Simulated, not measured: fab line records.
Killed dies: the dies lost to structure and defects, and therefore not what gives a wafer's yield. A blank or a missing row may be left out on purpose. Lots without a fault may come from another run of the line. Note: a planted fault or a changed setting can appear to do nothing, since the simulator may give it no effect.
Split-lot experiment || flow n5 finfet || on a route of 1938 steps: 7 lots, 21 wafers read

THE SPLIT ITSELF
At N5_PASSIVATION_ETCH_54 (etches SiO2 in CHF3/O2, target depth 880 nm, time 440 s), the setting source w was moved away from the recipe's 650 W on 7 of the 21 wafers read, by -11.9% to +16.7%. For the rest of the wafers, this setting stayed at what the recipe calls for.

The reading comes from the split's own step.

THE READING
rf vpp V, in V, at N5_PASSIVATION_ETCH_54 (etches SiO2 in CHF3/O2, target depth 880 nm, time 440 s). Typical for fault-free wafers on this fab line: 525 V, with standard deviation 8.6 V.

{"wafer": "L079.3", "tool, chamber at the split": "rie diel-03, 3", "source w as run, W": 650, "against the recipe": "recipe", "rf vpp V, V": 533, "against lot-mates on the recipe": "-"}
{"wafer": "L079.4", "tool, chamber at the split": "rie diel-03, 0", "source w as run, W": 650, "against the recipe": "recipe", "rf vpp V, V": 519, "against lot-mates on the recipe": "-"}
{"wafer": "L079.6", "tool, chamber at the split": "rie diel-03, 3", "source w as run, W": 756.5, "against the recipe": "+16.4%", "rf vpp V, V": 495, "against lot-mates on the recipe": -31}
{"wafer": "L075.2", "tool, chamber at the split": "rie diel-03, 0", "source w as run, W": 650, "against the recipe": "recipe", "rf vpp V, V": 519, "against lot-mates on the recipe": "-"}
{"wafer": "L075.3", "tool, chamber at the split": "rie diel-03, 1", "source w as run, W": 650, "against the recipe": "recipe", "rf vpp V, V": 523, "against lot-mates on the recipe": "-"}
{"wafer": "L075.6", "tool, chamber at the split": "rie diel-03, 0", "source w as run, W": 572.8, "against the recipe": "-11.9%", "rf vpp V, V": 553, "against lot-mates on the recipe": "+32"}
{"wafer": "L081.1", "tool, chamber at the split": "rie diel-06, 3", "source w as run, W": 650, "against the recipe": "recipe", "rf vpp V, V": 526, "against lot-mates on the recipe": "-"}
{"wafer": "L081.2", "tool, chamber at the split": "rie diel-06, 2", "source w as run, W": 650, "against the recipe": "recipe", "rf vpp V, V": 534, "against lot-mates on the recipe": "-"}
{"wafer": "L081.4", "tool, chamber at the split": "rie diel-06, 0", "source w as run, W": 650, "against the recipe": "recipe", "rf vpp V, V": 544, "against lot-mates on the recipe": "-"}
{"wafer": "L088.1", "tool, chamber at the split": "rie diel-02, 2", "source w as run, W": 701.2, "against the recipe": "+7.9%", "rf vpp V, V": 503, "against lot-mates on the recipe": -18}
{"wafer": "L088.2", "tool, chamber at the split": "rie diel-02, 3", "source w as run, W": 650, "against the recipe": "recipe", "rf vpp V, V": 522, "against lot-mates on the recipe": "-"}
{"wafer": "L088.4", "tool, chamber at the split": "rie diel-02, 1", "source w as run, W": 650, "against the recipe": "recipe", "rf vpp V, V": 519, "against lot-mates on the recipe": "-"}
{"wafer": "L091.2", "tool, chamber at the split": "rie diel-02, 2", "source w as run, W": 650, "against the recipe": "recipe", "rf vpp V, V": 522, "against lot-mates on the recipe": "-"}
{"wafer": "L091.4", "tool, chamber at the split": "rie diel-02, 0", "source w as run, W": 650, "against the recipe": "recipe", "rf vpp V, V": 531, "against lot-mates on the recipe": "-"}
{"wafer": "L091.6", "tool, chamber at the split": "rie diel-02, 0", "source w as run, W": 650, "against the recipe": "recipe", "rf vpp V, V": 531, "against lot-mates on the recipe": "-"}
{"wafer": "L095.1", "tool, chamber at the split": "rie diel-02, 0", "source w as run, W": 650, "against the recipe": "recipe", "rf vpp V, V": 530, "against lot-mates on the recipe": "-"}
{"wafer": "L095.3", "tool, chamber at the split": "rie diel-02, 3", "source w as run, W": 758.3, "against the recipe": "+16.7%", "rf vpp V, V": 485, "against lot-mates on the recipe": -45}
{"wafer": "L095.4", "tool, chamber at the split": "rie diel-02, 2", "source w as run, W": 758.3, "against the recipe": "+16.7%", "rf vpp V, V": 482, "against lot-mates on the recipe": -48}
{"wafer": "L096.4", "tool, chamber at the split": "rie diel-06, 1", "source w as run, W": 650, "against the recipe": "recipe", "rf vpp V, V": 512, "against lot-mates on the recipe": "-"}
{"wafer": "L096.5", "tool, chamber at the split": "rie diel-06, 2", "source w as run, W": 697.5, "against the recipe": "+7.3%", "rf vpp V, V": 516, "against lot-mates on the recipe": "+4"}
{"wafer": "L096.6", "tool, chamber at the split": "rie diel-06, 1", "source w as run, W": 697.5, "against the recipe": "+7.3%", "rf vpp V, V": 495, "against lot-mates on the recipe": -17}

FIT RESULTS
A straight line over all 21 wafers: rf vpp V changes by -2.38 V for each +1% of source w; r = -0.90; the points scatter about the line by 8 V.
The same after taking each lot's own level away (the mean of its wafers on the recipe; 21 wafers): -2.41 V for each +1%; r = -0.93; scatter 7 V.
According to that fit, moving source w by its largest amount changes the reading by 40 V.
From 512.0 to 534.7 V: that is the span of the lots' own levels, equal to 2.6 times the standard deviation above.
Hence the lot-to-lot level has little effect on the slope; both slopes agree.
Check: with one of the wafers moved furthest among these (+16.7%) left out of the fit, the line predicts -37.2 V for it against its lot-mates. It came out at -45 V against them.
Tool readings at the split's step, against how far the setting was moved: rf vpp V r = -0.90.

THE WHOLE CHAIN: every reading that the file lists as answering this split, in the file's order
{"step": "N5_PASSIVATION_ETCH_54", "what it does": "etches SiO2 in CHF3/O2, target depth 880 nm, time 440 s", "reading": "rf vpp V", "change (the file's fit)": "-2.3 V for each +1% of the setting", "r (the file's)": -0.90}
{"step": "N5_PASSIVATION_ETCH_54", "what it does": "etches SiO2 in CHF3/O2, target depth 880 nm, time 440 s", "reading": "etch.depth nm (the simulator's own value, which no gauge read)", "change (the file's fit)": "+3.09 nm for each +1% of the setting", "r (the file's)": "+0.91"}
{"step": "N5_PASSIVATION_ETCH_54", "what it does": "etches SiO2 in CHF3/O2, target depth 880 nm, time 440 s", "reading": "PASSIVATION.feature depth nm (the simulator's own value, which no gauge read)", "change (the file's fit)": "+3.08 nm for each +1% of the setting", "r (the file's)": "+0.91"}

THE FILE'S OWN FIT
rf vpp V changes by -2.3 V for each +1% of source w, r = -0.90.
